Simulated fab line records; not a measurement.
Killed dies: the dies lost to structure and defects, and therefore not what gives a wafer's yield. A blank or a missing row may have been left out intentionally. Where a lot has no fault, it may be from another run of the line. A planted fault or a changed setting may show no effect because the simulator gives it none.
fab line records	flow n5_finfet
record: lots: 7	wafers: 39
route steps=1938 shown BEOL_M5@1112 BEOL_M7@1308
start_h: hours from the record's first day to the start of the lot's first wafer shown	wait_h: time in hours since the lot's previous step	" as in the row above	L1.1+2: a row that stands for several wafers	- value missing, or start not given	* or withheld: withheld	< > ~ a bound
route shown NAME@n: a module of which the file shows steps, and the number in the route of the first	usual: average and standard deviation across the fault-free wafers	same: alike in all rows	chamber/n: place in a boat	sites: each site's reading	_std_site: standard deviation across them	_edge_site: the outer-site mean with the inner-site mean subtracted	radius_mm: for every site, how far away it sits from the centre of the wafer	mask NAME#n: copy n	behind: the last tool/chamber to shape the wafer	hold: why the lot was held/for how many hours/how that ended	device: transistor that didn't switch, given as n, p or np	end of line: the tests these same wafers got at the end of their route	a step without rows: its recipe alone	killed: the dies lost at the first sort to structure and to defects; this is not the yield of the wafer	map: a wafer's dies, x killed, . not, _ none there
set.NAME: setting as actually run; set.NAME@STEP: the setting as run at that earlier step	model.NAME: the simulator's own value behind a step, which no gauge read
lots with deliberately changed settings; one table per step, one row per wafer
== steps ==
step: N5_BEOL_M5_ILD_DEP_00
recipe: material: SiCOH_lowk	target_thk_a: 1406.4	temp_c: 300	precursor: DEMS/porogen	pressure_torr: 5	rf_w: 500	time_s: 25.9
lot.wafer	tool	chamber	start_h	wait_h	set.target_thk_a	model.SiCOH_lowk_of_BEOL_M5_ILD_DEP_00.thk_nm
L074.1	pecvd-02	2	167.80	0.8	1406.4	138
L074.2	"	0	"	"	1406.4	138.2
L074.3	"	1	"	"	760.1	73
L074.4	"	1	"	"	760.1	76.6
L074.5	"	2	"	"	1406.4	141.2
L074.6	"	0	"	"	760.1	75.4
L078.1	pecvd-04	1	194.86	0.8	1697	170.2
L078.2	"	0	"	"	1406.4	138.2
L078.3	"	2	"	"	1406.4	140.8
L078.4	"	2	"	"	1697	171.6
L078.5	"	0	"	"	1406.4	141.2
L078.6	"	1	"	"	1697	172
L083.1	pecvd-04	0	223.22	0.8	1406.4	136.6
L083.2	"	1	"	"	1406.4	140
L083.3	"	2	"	"	1406.4	142.2
L083.4	"	0	"	"	1406.4	138.2
L083.5	"	2	"	"	1406.4	144.4
L083.6	"	1	"	"	1406.4	143.2
L089.1	pecvd-04	0	276.28	0.8	1406.4	137.8
L089.2	"	1	"	"	946.5	94
L089.3	"	2	"	"	1406.4	142
L089.4	"	0	"	"	946.5	91.4
L089.5	"	1	"	"	1406.4	143
L089.6	"	2	"	"	946.5	98.2
L088.1	pecvd-02	1	281.82	0.8	1406.4	142.2
L088.2	"	2	"	"	1406.4	141.4
L088.3	"	0	"	"	1406.4	142.6
L088.4	"	0	"	"	1406.4	143.2
L088.5+6	"	1,2	"	"	1406.4	143
L092.1	pecvd-04	0	287.67	0.8	823.8	80.8
L092.2	"	2	"	"	823.8	85.8
L092.3	"	1	"	"	1406.4	141.6
L092.4	"	1	"	"	1406.4	142.8
L092.5	"	0	"	"	823.8	80.4
L092.6	"	2	"	"	1406.4	144.8
L095.1	pecvd-03	2	309.43	0.8	1406.4	138.4
L095.3	"	1	"	"	1406.4	139.2
L095.5	"	0	"	"	1406.4	140.6
step: N5_BEOL_M5_CURE_79
recipe: temp_c: 385	time_s: 240	ambient: He/Ar	material: SiCOH_lowk
lot.wafer	tool	chamber	start_h	wait_h	set.target_thk_a@BEOL_M5_ILD_DEP_00	model.SiCOH_lowk_of_BEOL_M5_ILD_DEP_00.thk_nm
L074.1	uv_cure-03	1	167.86	0.0	1406.4	118.8
L074.2	"	1	"	"	1406.4	119
L074.3	"	1	"	"	760.1	62.6
L074.4	"	1	"	"	760.1	65.6
L074.5	"	1	"	"	1406.4	121.4
L074.6	"	1	"	"	760.1	64.6
L078.1	uv_cure-02	1	194.92	0.0	1697	146.6
L078.2	"	1	"	"	1406.4	119
L078.3	"	1	"	"	1406.4	121.2
L078.4	"	1	"	"	1697	148
L078.5	"	1	"	"	1406.4	121.4
L078.6	"	1	"	"	1697	148.4
L083.1	uv_cure-01	1	223.28	0.0	1406.4	117.6
L083.2	"	1	"	"	1406.4	120.4
L083.3	"	1	"	"	1406.4	122.4
L083.4	"	1	"	"	1406.4	119
L083.5	"	1	"	"	1406.4	124.2
L083.6	"	1	"	"	1406.4	123.2
L089.1	uv_cure-03	2	276.34	0.0	1406.4	118.6
L089.2	"	2	"	"	946.5	80.8
L089.3	"	2	"	"	1406.4	122.2
L089.4	"	2	"	"	946.5	78.4
L089.5	"	2	"	"	1406.4	123
L089.6	"	2	"	"	946.5	84.2
L088.1	uv_cure-02	2	281.88	0.0	1406.4	122.4
L088.2	"	2	"	"	1406.4	121.6
L088.3	"	2	"	"	1406.4	122.6
L088.4	"	2	"	"	1406.4	123.2
L088.5+6	"	2	"	"	1406.4	123
L092.1	uv_cure-01	1	287.73	0.0	823.8	69.4
L092.2	"	1	"	"	823.8	73.6
L092.3	"	1	"	"	1406.4	121.8
L092.4	"	1	"	"	1406.4	123
L092.5	"	1	"	"	823.8	68.8
L092.6	"	1	"	"	1406.4	124.6
L095.1	uv_cure-03	1	309.49	0.0	1406.4	119
L095.3	"	1	"	"	1406.4	119.8
L095.5	"	1	"	"	1406.4	121
step: N5_BEOL_M5_THK_MEAS_01
recipe: reads: SiCOH_lowk_of_BEOL_M5_ILD_DEP_00
usual: M5_ILD_THK: 120.9/1.8
lot.wafer	tool	chamber	start_h	wait_h	set.target_thk_a@BEOL_M5_ILD_DEP_00	M5_ILD_THK[nm]
L074.1	film_metro-01	-	168.37	0.4	1406.4	118.7
L074.2	"	-	"	"	1406.4	118.9
L074.3	"	-	"	"	760.1	62.6
L074.4	"	-	"	"	760.1	65.8
L074.5	"	-	"	"	1406.4	121.5
L074.6	"	-	"	"	760.1	64.6
L078.1	film_metro-01	-	195.43	0.4	1697	146.7
L078.2	"	-	"	"	1406.4	118.9
L078.3	"	-	"	"	1406.4	121.2
L078.4	"	-	"	"	1697	148.0
L078.5	"	-	"	"	1406.4	121.5
L078.6	"	-	"	"	1697	148.3
L083.1	film_metro-02	-	223.79	0.4	1406.4	117.5
L083.2	"	-	"	"	1406.4	120.4
L083.3	"	-	"	"	1406.4	122.3
L083.4	"	-	"	"	1406.4	119.0
L083.5	"	-	"	"	1406.4	124.1
L083.6	"	-	"	"	1406.4	123.2
L089.1	film_metro-02	-	276.85	0.4	1406.4	118.5
L089.2	"	-	"	"	946.5	80.7
L089.3	"	-	"	"	1406.4	122.2
L089.4	"	-	"	"	946.5	78.5
L089.5	"	-	"	"	1406.4	123.0
L089.6	"	-	"	"	946.5	84.3
L088.1	film_metro-02	-	282.40	0.4	1406.4	122.3
L088.2	"	-	"	"	1406.4	121.6
L088.3	"	-	"	"	1406.4	122.6
L088.4	"	-	"	"	1406.4	123.4
L088.5	"	-	"	"	1406.4	123.0
L088.6	"	-	"	"	1406.4	123.1
L092.1	film_metro-02	-	288.24	0.4	823.8	69.3
L092.2	"	-	"	"	823.8	73.6
L092.3	"	-	"	"	1406.4	121.8
L092.4	"	-	"	"	1406.4	123.0
L092.5	"	-	"	"	823.8	68.9
L092.6	"	-	"	"	1406.4	124.8
L095.1	film_metro-02	-	310.00	0.4	1406.4	119.0
L095.3	"	-	"	"	1406.4	119.7
L095.5	"	-	"	"	1406.4	120.9
step: N5_BEOL_M7_TRENCH_ETCH_37
recipe: chemistry: C4F6/O2	target_depth_a: 934.78	target: SiCOH_lowk	time_s: 31.2	ion_energy_ev: 250	pressure_mtorr: 30	source_w: 345	bias_w: 185	Ar_flow_sccm: 300	C4F6_flow_sccm: 10	O2_flow_sccm: 10
lot.wafer	tool	chamber	start_h	wait_h	set.time_s	model.etch.depth_nm	model.BEOL_M7.feature_depth_nm	model.TiN_of_BEOL_M7_HM_DEP_02.thk_nm
L074.1	rie_diel-04	0	-	-	41.89	122.6	122.6	16.6
L074.2	"	1	"	"	31.2	91.54	91.6	17.4
L074.3	"	3	"	"	41.89	117.1	117	16.2
L074.4	"	2	"	"	31.2	91.68	91.6	17
L074.5	"	2	"	"	41.89	123.3	123.4	16.6
L074.6	"	3	"	"	31.2	87.54	87.6	16.8
L078.1	rie_diel-02	3	-	-	31.2	88.29	88.2	17.8
L078.2	"	0	"	"	31.2	97.4	97.4	17.4
L078.3	"	2	"	"	31.2	95.03	95	17.4
L078.4	"	1	"	"	31.2	93.59	93.6	17.6
L078.5	"	3	"	"	31.2	88.03	88	17.6
L078.6	"	2	"	"	31.2	95.39	95.4	17.4
L083.1	rie_diel-02	0	-	-	31.2	96.72	96.8	17
L083.2	"	1	"	"	31.2	93.07	93	17.2
L083.3	"	3	"	"	31.2	87.69	87.6	17.4
L083.4	"	2	"	"	31.2	95.05	95	17
L083.5	"	0	"	"	31.2	97.02	97	17
L083.6	"	1	"	"	31.2	93.08	93	17
L089.1	rie_diel-06	3	-	-	31.2	92.66	92.6	17.2
L089.2	"	0	"	"	14.66	43.48	43.4	18.6
L089.3	"	2	"	"	14.66	44.04	44	18.4
L089.4	"	1	"	"	31.2	92.13	92.2	17
L089.5	"	3	"	"	31.2	93.8	93.8	17.2
L089.6	"	2	"	"	14.66	44.17	44.2	18.6
L088.1	rie_diel-02	2	-	-	31.2	93.12	93.2	17.2
L088.2	"	3	"	"	31.2	88.02	88	17.6
L088.3	"	1	"	"	41.98	128.5	128.6	16.2
L088.4	"	0	"	"	41.98	129.6	129.6	16
L088.5	"	0	"	"	31.2	95.69	95.6	17.2
L088.6	"	1	"	"	41.98	128.6	128.6	16.2
L092.1	rie_diel-02	0	-	-	31.2	96.45	96.4	16.8
L092.2	"	2	"	"	41.82	126.4	126.4	16.2
L092.3	"	1	"	"	41.82	129.5	129.6	16.2
L092.4	"	3	"	"	31.2	89.12	89.2	16.8
L092.5	"	1	"	"	31.2	96.18	96.2	17
L092.6	"	0	"	"	41.82	129.5	129.4	15.8
L095.1	rie_diel-02	3	-	-	31.2	88.08	88	17.2
L095.3	"	1	"	"	31.2	96.16	96.2	17.2
L095.5	"	1	"	"	31.2	94.86	94.8	16.8
step: N5_BEOL_M7_ETCH_41
recipe: chemistry: CH3F/O2	target: SiCN	target_depth_a: 319	taper_deg: 2	time_s: 57.8	ion_energy_ev: 120	mask_material: TiN	pressure_mtorr: 30	source_w: 395	bias_w: 75	Ar_flow_sccm: 150	CH3F_flow_sccm: 30	O2_flow_sccm: 20
step: N5_BEOL_M7_STRIP_80
recipe: chemistry: N2/H2	time_s: 10	power_w: 450	temp_c: 40	pressure_mtorr: 20	rf_frequency_hz: 6e+07	bias_power_w: 7	n2_flow_sccm: 200	h2_flow_sccm: 200
step: N5_BEOL_M7_OCD_MEAS_38
usual: trench_depth_nm: 92.6/2.6
lot.wafer	tool	chamber	start_h	wait_h	set.time_s@BEOL_M7_TRENCH_ETCH_37	trench_depth_nm
L074.1	ocd-02	-	201.31	-	41.89	122.8
L074.2	"	-	"	"	31.2	91.7
L074.3	"	-	"	"	41.89	117.2
L074.4	"	-	"	"	31.2	91.4
L074.5	"	-	"	"	41.89	123.0
L074.6	"	-	"	"	31.2	87.4
L078.1	ocd-01	-	221.18	-	31.2	88.0
L078.2	"	-	"	"	31.2	97.5
L078.3	"	-	"	"	31.2	94.8
L078.4	"	-	"	"	31.2	93.7
L078.5	"	-	"	"	31.2	87.9
L078.6	"	-	"	"	31.2	95.3
L083.1	ocd-02	-	252.41	-	31.2	96.2
L083.2	"	-	"	"	31.2	93.4
L083.3	"	-	"	"	31.2	88.0
L083.4	"	-	"	"	31.2	94.5
L083.5	"	-	"	"	31.2	97.1
L083.6	"	-	"	"	31.2	93.1
L089.1	ocd-01	-	306.86	-	31.2	92.7
L089.2	"	-	"	"	14.66	43.4
L089.3	"	-	"	"	14.66	43.8
L089.4	"	-	"	"	31.2	92.5
L089.5	"	-	"	"	31.2	94.0
L089.6	"	-	"	"	14.66	44.7
L088.1	ocd-01	-	310.46	-	31.2	93.4
L088.2	"	-	"	"	31.2	87.8
L088.3	"	-	"	"	41.98	128.7
L088.4	"	-	"	"	41.98	130.1
L088.5	"	-	"	"	31.2	95.8
L088.6	"	-	"	"	41.98	128.9
L092.1	ocd-02	-	319.38	-	31.2	96.4
L092.2	"	-	"	"	41.82	125.9
L092.3	"	-	"	"	41.82	129.5
L092.4	"	-	"	"	31.2	88.9
L092.5	"	-	"	"	31.2	95.8
L092.6	"	-	"	"	41.82	130.0
L095.1	ocd-01	-	331.41	-	31.2	88.2
L095.3	"	-	"	"	31.2	96.2
L095.5	"	-	"	"	31.2	94.8
step: N5_BEOL_M7_HM_STRIP_39
recipe: chemistry: peroxide_tin_strip	material: TiN	target_depth_a: 250	temp_c: 50	time_s: 158
step: N5_BEOL_M7_SRD_40
recipe: time_s: 30	temp_c: 23	rinse_liquid: diw	dry: ipa_marangoni
step: N5_BEOL_M7_ECD_50
recipe: material: Cu	target_thk_a: 3000
step: N5_BEOL_M7_ANNEAL_51
recipe: temp_c: 225	time_s: 90	ambient: N2
step: N5_BEOL_M7_CMP_52
recipe: stop_on: SiCOH_lowk	t_overpolish_s: 6.9	down_force_psi: 1	platen_rpm: 50	clearing_platen_down_force_psi: 1.5	clearing_platen_rpm: 50	post_cmp_clean: cu_alkaline	target_thk_nm: 80	clearing_platen_pad_velocity_m_s: 0.99484	pad_velocity_m_s: 0.99484
lot.wafer	tool	chamber	start_h	wait_h	set.time_s@BEOL_M7_TRENCH_ETCH_37	model.Cu_of_BEOL_M7_ECD_50.thk_nm
L074.1	cmp-02	1	205.39	0.3	41.89	108
L074.4	"	2	"	"	31.2	79.6
L074.2	"	3	"	"	31.2	77.8
L074.3	"	0	"	"	41.89	102.2
L074.6	"	1	"	"	31.2	73
L074.5	"	2	"	"	41.89	110.2
L078.2	cmp-04	0	223.65	0.2	31.2	84.6
L078.3	"	1	"	"	31.2	79.6
L078.1	"	2	"	"	31.2	74.2
L078.4	"	3	"	"	31.2	80.8
L078.5	"	0	"	"	31.2	76
L078.6	"	1	"	"	31.2	80.4
L083.3	cmp-02	3	254.25	0.2	31.2	73.2
L083.4	"	0	"	"	31.2	80
L083.2	"	1	"	"	31.2	77.4
L083.1	"	2	"	"	31.2	83
L083.6	"	3	"	"	31.2	77.8
L083.5	"	0	"	"	31.2	81.8
L089.2	cmp-03	3	312.28	0.3	14.66	31.2
L089.4	"	0	"	"	31.2	80.6
L089.1	"	1	"	"	31.2	79.4
L089.3	"	2	"	"	14.66	30.6
L089.6	"	3	"	"	14.66	30.2
L089.5	"	0	"	"	31.2	80.8
L088.2	cmp-04	1	313.31	0.2	31.2	73
L088.4	"	2	"	"	41.98	117
L088.3	"	3	"	"	41.98	115.8
L088.1	"	0	"	"	31.2	81
L088.5	"	1	"	"	31.2	80.2
L088.6	"	2	"	"	41.98	115.6
L092.4	cmp-03	2	322.25	0.1	31.2	75.2
L092.1	"	3	"	"	31.2	83
L092.2	"	0	"	"	41.82	114.2
L092.3	"	1	"	"	41.82	115
L092.6	"	2	"	"	41.82	116.4
L092.5	"	3	"	"	31.2	83.2
L095.3	cmp-03	3	337.09	0.2	31.2	81.4
L095.1	"	1	"	"	31.2	75.6
L095.5	"	3	"	"	31.2	81.8
step: N5_BEOL_M7_THK_MEAS_53
recipe: thk_meas_gauge: xrf	reads: Cu_of_BEOL_M7_ECD_50
usual: M7_THK: 79/3.1
lot.wafer	tool	chamber	start_h	wait_h	set.time_s@BEOL_M7_TRENCH_ETCH_37	M7_THK[nm]
L074.1	film_metro-01	-	205.68	-	41.89	108
L074.2	"	-	"	"	31.2	78
L074.3	"	-	"	"	41.89	102
L074.4	"	-	"	"	31.2	79
L074.5	"	-	"	"	41.89	110
L074.6	"	-	"	"	31.2	73
L078.1	film_metro-02	-	223.95	-	31.2	75
L078.2	"	-	"	"	31.2	85
L078.3	"	-	"	"	31.2	80
L078.4	"	-	"	"	31.2	81
L078.5	"	-	"	"	31.2	76
L078.6	"	-	"	"	31.2	80
L083.1	film_metro-02	-	254.54	-	31.2	83
L083.2	"	-	"	"	31.2	78
L083.3	"	-	"	"	31.2	74
L083.4	"	-	"	"	31.2	81
L083.5	"	-	"	"	31.2	83
L083.6	"	-	"	"	31.2	79
L089.1	film_metro-01	-	312.57	-	31.2	80
L089.2	"	-	"	"	14.66	31
L089.3	"	-	"	"	14.66	31
L089.4	"	-	"	"	31.2	81
L089.5	"	-	"	"	31.2	81
L089.6	"	-	"	"	14.66	30
L088.1	film_metro-02	-	313.61	-	31.2	81
L088.2	"	-	"	"	31.2	73
L088.3	"	-	"	"	41.98	115
L088.4	"	-	"	"	41.98	117
L088.5	"	-	"	"	31.2	80
L088.6	"	-	"	"	41.98	115
L092.1	film_metro-02	-	322.54	-	31.2	83
L092.2	"	-	"	"	41.82	114
L092.3	"	-	"	"	41.82	115
L092.4	"	-	"	"	31.2	75
L092.5	"	-	"	"	31.2	83
L092.6	"	-	"	"	41.82	116
L095.1	film_metro-01	-	337.35	-	31.2	76
L095.3	"	-	"	"	31.2	82
L095.5	"	-	"	"	31.2	82
step: N5_BEOL_M7_PRE_CLEAN_55
recipe: gas: NH3	time_s: 15	temp_c: withheld	rf_power_w: 300
step: N5_BEOL_M7_DEP_56
recipe: material: SiCN	target_thk_a: 100	temp_c: withheld	precursor: 3MS/NH3	pressure_torr: 3	rf_w: 202	time_s: 17.5
step: N5_BEOL_M7_RS_MEAS_57
recipe: thk_meas_gauge: four-point-probe	reads: Cu_of_BEOL_M7_ECD_50+Co_of_BEOL_M7_CVD_78+TaN_of_BEOL_M7_ALD_77
usual: M7_RS: 0.290/0.013
lot.wafer	tool	chamber	start_h	wait_h	set.time_s@BEOL_M7_TRENCH_ETCH_37	M7_RS[ohm/sq]
L074.1	film_metro-02	-	205.84	0.1	41.89	0.202
L074.2	"	-	"	"	31.2	0.296
L074.3	"	-	"	"	41.89	0.216
L074.4	"	-	"	"	31.2	0.288
L074.5	"	-	"	"	41.89	0.198
L074.6	"	-	"	"	31.2	0.318
L078.1	film_metro-01	-	224.08	0.1	31.2	0.313
L078.2	"	-	"	"	31.2	0.268
L078.3	"	-	"	"	31.2	0.289
L078.4	"	-	"	"	31.2	0.283
L078.5	"	-	"	"	31.2	0.305
L078.6	"	-	"	"	31.2	0.284
L083.1	film_metro-01	-	254.67	0.1	31.2	0.274
L083.2	"	-	"	"	31.2	0.297
L083.3	"	-	"	"	31.2	0.318
L083.4	"	-	"	"	31.2	0.287
L083.5	"	-	"	"	31.2	0.279
L083.6	"	-	"	"	31.2	0.295
L089.1	film_metro-01	-	312.70	0.1	31.2	0.289
L089.2	"	-	"	"	14.66	0.933
L089.3	"	-	"	"	14.66	0.961
L089.4	"	-	"	"	31.2	0.284
L089.5	"	-	"	"	31.2	0.283
L089.6	"	-	"	"	14.66	0.977
L088.1	film_metro-02	-	313.77	0.1	31.2	0.282
L088.2	"	-	"	"	31.2	0.319
L088.3	"	-	"	"	41.98	0.187
L088.4	"	-	"	"	41.98	0.185
L088.5	"	-	"	"	31.2	0.286
L088.6	"	-	"	"	41.98	0.188
L092.1	film_metro-02	-	322.67	0.1	31.2	0.275
L092.2	"	-	"	"	41.82	0.190
L092.3	"	-	"	"	41.82	0.189
L092.4	"	-	"	"	31.2	0.308
L092.5	"	-	"	"	31.2	0.273
L092.6	"	-	"	"	41.82	0.186
L095.1	film_metro-01	-	337.48	0.1	31.2	0.306
L095.3	"	-	"	"	31.2	0.280
L095.5	"	-	"	"	31.2	0.279
== key ==
split: step: N5_BEOL_M5_ILD_DEP_00	setting: target_thk_a	stated: 1406.4	by: wafer
response: step: N5_BEOL_M5_ILD_DEP_00	reading: model.SiCOH_lowk_of_BEOL_M5_ILD_DEP_00.thk_nm	change: +1.43	per: 1%	r: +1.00
response: step: N5_BEOL_M5_CURE_79	reading: model.SiCOH_lowk_of_BEOL_M5_ILD_DEP_00.thk_nm	change: +1.24	per: 1%	r: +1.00
response: step: N5_BEOL_M5_THK_MEAS_01	reading: M5_ILD_THK	change: +1.24	per: 1%	r: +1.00
split: step: N5_BEOL_M7_TRENCH_ETCH_37	setting: time_s	stated: 31.2	by: wafer
response: step: N5_BEOL_M7_TRENCH_ETCH_37	reading: model.etch.depth_nm	change: +0.961	per: 1%	r: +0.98
response: step: N5_BEOL_M7_TRENCH_ETCH_37	reading: model.BEOL_M7.feature_depth_nm	change: +0.962	per: 1%	r: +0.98
response: step: N5_BEOL_M7_TRENCH_ETCH_37	reading: model.TiN_of_BEOL_M7_HM_DEP_02.thk_nm	change: -0.0258	per: 1%	r: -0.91
response: step: N5_BEOL_M7_OCD_MEAS_38	reading: trench_depth_nm	change: +0.965	per: 1%	r: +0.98
response: step: N5_BEOL_M7_CMP_52	reading: model.Cu_of_BEOL_M7_ECD_50.thk_nm	change: +0.971	per: 1%	r: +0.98
response: step: N5_BEOL_M7_THK_MEAS_53	reading: M7_THK	change: +0.972	per: 1%	r: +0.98
response: step: N5_BEOL_M7_RS_MEAS_57	reading: M7_RS	shape: bent	at_lowest: 0.957	at_stated: 0.291	at_highest: 0.187
